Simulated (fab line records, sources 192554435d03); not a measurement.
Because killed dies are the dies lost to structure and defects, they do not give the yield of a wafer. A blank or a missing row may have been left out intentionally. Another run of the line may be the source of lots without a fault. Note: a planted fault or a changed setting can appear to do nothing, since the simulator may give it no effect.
Split-lot experiment :: flow n5-finfet :: 21 wafers read across 7 lots, on a route 1938 steps long

== ON THE SPLIT ==
At N5_BEOL_M11_COAT_59 (time 60 s, resist thk 100 nm), the setting spin-rpm was moved away from the recipe's 1500 rpm on 6 of the 21 wafers read, by -10.3% to +9.0%. For the rest of the wafers, this setting stayed at what the recipe calls for.

== FROM THE SPLIT TO THE READING: what the file shows between them, 7 steps ==
- N5_BEOL_M11_COAT_60: time 60 s, resist thk 30 nm
- N5_BEOL_M11_COAT_05: resist thk 90 nm
- N5_BEOL_M11_DESCUM_16: chemistry O2, time 7.9 s
- N5_BEOL_M11_ETCH_61: etches SiARC in CF4, target depth 39 nm, time 65 s
- N5_BEOL_M11_ETCH_62: etches SOC in N2/H2, target depth 110 nm, overetch 22 nm, time 165 s
- N5_BEOL_M11_STRIP_68: strips in N2/H2
- N5_BEOL_M11_STRIP_67: strips in CF4

== THE READING ==
SOC_of_BEOL_M11_COAT_59.thk-nm (the simulator's own value, which no gauge read), in nm, at N5_BEOL_M11_HM_OPEN_17 (chemistry Cl2/BCl3, target TiN, target depth 20 nm, overetch 6 nm). No usual value for it is given in the file. Here, 15 wafers ran the recipe; their average is 92.3 nm with a standard deviation of 0.37 nm.

wafer: L081.1
tool, chamber at the split: litho-track-01, 0
spin-rpm as run, rpm: 1399
against the recipe: -6.7%
SOC_of_BEOL_M11_COAT_59.thk-nm, nm: 96.6
against lot-mates on the recipe: +3.8

wafer: L081.3
tool, chamber at the split: litho-track-01, 0
spin-rpm as run, rpm: 1500
against the recipe: recipe
SOC_of_BEOL_M11_COAT_59.thk-nm, nm: 92.8
against lot-mates on the recipe: -

wafer: L081.4
tool, chamber at the split: litho-track-01, 0
spin-rpm as run, rpm: 1399
against the recipe: -6.7%
SOC_of_BEOL_M11_COAT_59.thk-nm, nm: 96.4
against lot-mates on the recipe: +3.6

wafer: L080.2
tool, chamber at the split: litho-track-03, 0
spin-rpm as run, rpm: 1500
against the recipe: recipe
SOC_of_BEOL_M11_COAT_59.thk-nm, nm: 92.2
against lot-mates on the recipe: -

wafer: L080.4
tool, chamber at the split: litho-track-03, 0
spin-rpm as run, rpm: 1500
against the recipe: recipe
SOC_of_BEOL_M11_COAT_59.thk-nm, nm: 92
against lot-mates on the recipe: -

wafer: L080.6
tool, chamber at the split: litho-track-03, 0
spin-rpm as run, rpm: 1500
against the recipe: recipe
SOC_of_BEOL_M11_COAT_59.thk-nm, nm: 92
against lot-mates on the recipe: -

wafer: L082.2
tool, chamber at the split: litho-track-01, 0
spin-rpm as run, rpm: 1500
against the recipe: recipe
SOC_of_BEOL_M11_COAT_59.thk-nm, nm: 92.4
against lot-mates on the recipe: -

wafer: L082.3
tool, chamber at the split: litho-track-01, 0
spin-rpm as run, rpm: 1427
against the recipe: -4.9%
SOC_of_BEOL_M11_COAT_59.thk-nm, nm: 94.8
against lot-mates on the recipe: +2.3

wafer: L082.5
tool, chamber at the split: litho-track-01, 0
spin-rpm as run, rpm: 1500
against the recipe: recipe
SOC_of_BEOL_M11_COAT_59.thk-nm, nm: 92.6
against lot-mates on the recipe: -

wafer: L088.1
tool, chamber at the split: litho-track-03, 0
spin-rpm as run, rpm: 1500
against the recipe: recipe
SOC_of_BEOL_M11_COAT_59.thk-nm, nm: 92
against lot-mates on the recipe: -

wafer: L088.3
tool, chamber at the split: litho-track-03, 0
spin-rpm as run, rpm: 1500
against the recipe: recipe
SOC_of_BEOL_M11_COAT_59.thk-nm, nm: 92
against lot-mates on the recipe: -

wafer: L088.5
tool, chamber at the split: litho-track-03, 0
spin-rpm as run, rpm: 1500
against the recipe: recipe
SOC_of_BEOL_M11_COAT_59.thk-nm, nm: 91.4
against lot-mates on the recipe: -

wafer: L091.2
tool, chamber at the split: litho-track-01, 0
spin-rpm as run, rpm: 1500
against the recipe: recipe
SOC_of_BEOL_M11_COAT_59.thk-nm, nm: 92.4
against lot-mates on the recipe: -

wafer: L091.3
tool, chamber at the split: litho-track-01, 0
spin-rpm as run, rpm: 1500
against the recipe: recipe
SOC_of_BEOL_M11_COAT_59.thk-nm, nm: 92.4
against lot-mates on the recipe: -

wafer: L091.4
tool, chamber at the split: litho-track-01, 0
spin-rpm as run, rpm: 1500
against the recipe: recipe
SOC_of_BEOL_M11_COAT_59.thk-nm, nm: 92.4
against lot-mates on the recipe: -

wafer: L094.1
tool, chamber at the split: litho-track-02, 0
spin-rpm as run, rpm: 1500
against the recipe: recipe
SOC_of_BEOL_M11_COAT_59.thk-nm, nm: 92.2
against lot-mates on the recipe: -

wafer: L094.3
tool, chamber at the split: litho-track-02, 0
spin-rpm as run, rpm: 1500
against the recipe: recipe
SOC_of_BEOL_M11_COAT_59.thk-nm, nm: 92.4
against lot-mates on the recipe: -

wafer: L094.5
tool, chamber at the split: litho-track-02, 0
spin-rpm as run, rpm: 1635
against the recipe: +9.0%
SOC_of_BEOL_M11_COAT_59.thk-nm, nm: 88.2
against lot-mates on the recipe: -4.1

wafer: L097.3
tool, chamber at the split: litho-track-01, 0
spin-rpm as run, rpm: 1345
against the recipe: -10.3%
SOC_of_BEOL_M11_COAT_59.thk-nm, nm: 98.4
against lot-mates on the recipe: +5.4

wafer: L097.4
tool, chamber at the split: litho-track-01, 0
spin-rpm as run, rpm: 1345
against the recipe: -10.3%
SOC_of_BEOL_M11_COAT_59.thk-nm, nm: 98
against lot-mates on the recipe: +5.0

wafer: L097.6
tool, chamber at the split: litho-track-01, 0
spin-rpm as run, rpm: 1500
against the recipe: recipe
SOC_of_BEOL_M11_COAT_59.thk-nm, nm: 93
against lot-mates on the recipe: -

FIT RESULTS
A straight line over all 21 wafers: SOC_of_BEOL_M11_COAT_59.thk-nm changes by -0.55 nm for each +1% of spin-rpm; r = -0.99; the points scatter about the line by 0.42 nm.
The same after taking each lot's own level away (the mean of its wafers on the recipe; 21 wafers): -0.499 nm for each +1%; r = -1.00; scatter 0.2 nm.
On that fit, the largest move of spin-rpm shifts the reading by 5.2 nm.
Across the lots, their own levels run from 91.80 to 93.00 nm, a range of 3.2 times the standard deviation given above.
So the slope is not independent of the lot-to-lot level: the two fits are not the same.
Check: for one of the wafers moved furthest among these (-10.3%), held out of the fit, the line's prediction against its lot-mates is +5.13 nm. It came out at +5.4 nm against them.

== THE OTHER SPLITS THESE WAFERS WENT THROUGH ==
These wafers also went through other splits before the reading. Each is held against what the fit with the lots' levels taken away leaves over:
other split on the same wafers: N5_BEOL_M8_DEVELOP_10 develop-time-s
wafers away from the commonest value: 10
r with SOC_of_BEOL_M11_COAT_59.thk-nm (lot level and that fit taken away): +0.12

other split on the same wafers: N5_BEOL_M9_TRENCH_ETCH_37 time-s
wafers away from the commonest value: 11
r with SOC_of_BEOL_M11_COAT_59.thk-nm (lot level and that fit taken away): +0.23

other split on the same wafers: N5_BEOL_M11_PECVD_70 temp-c
wafers away from the commonest value: 6
r with SOC_of_BEOL_M11_COAT_59.thk-nm (lot level and that fit taken away): -0.13

== THE WHOLE CHAIN: every reading that the file lists as answering this split, in the file's order ==
step: N5_BEOL_M11_COAT_59
what it does: time 60 s, resist thk 100 nm
reading: SOC_of_BEOL_M11_COAT_59.thk-nm (the simulator's own value, which no gauge read)
change (the file's fit): -0.504 nm for each +1% of the setting
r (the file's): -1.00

step: N5_BEOL_M11_ETCH_62
what it does: etches SOC in N2/H2, target depth 110 nm, overetch 22 nm, time 165 s
reading: etch.depth-nm (the simulator's own value, which no gauge read)
change (the file's fit): -0.507 nm for each +1% of the setting
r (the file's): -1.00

step: N5_BEOL_M11_HM_OPEN_17
what it does: chemistry Cl2/BCl3, target TiN, target depth 20 nm, overetch 6 nm
reading: SOC_of_BEOL_M11_COAT_59.thk-nm (the simulator's own value, which no gauge read)
change (the file's fit): -0.494 nm for each +1% of the setting
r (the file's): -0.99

== THE FILE'S OWN FIT ==
SOC_of_BEOL_M11_COAT_59.thk-nm changes by -0.494 nm for each +1% of spin-rpm, r = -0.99.
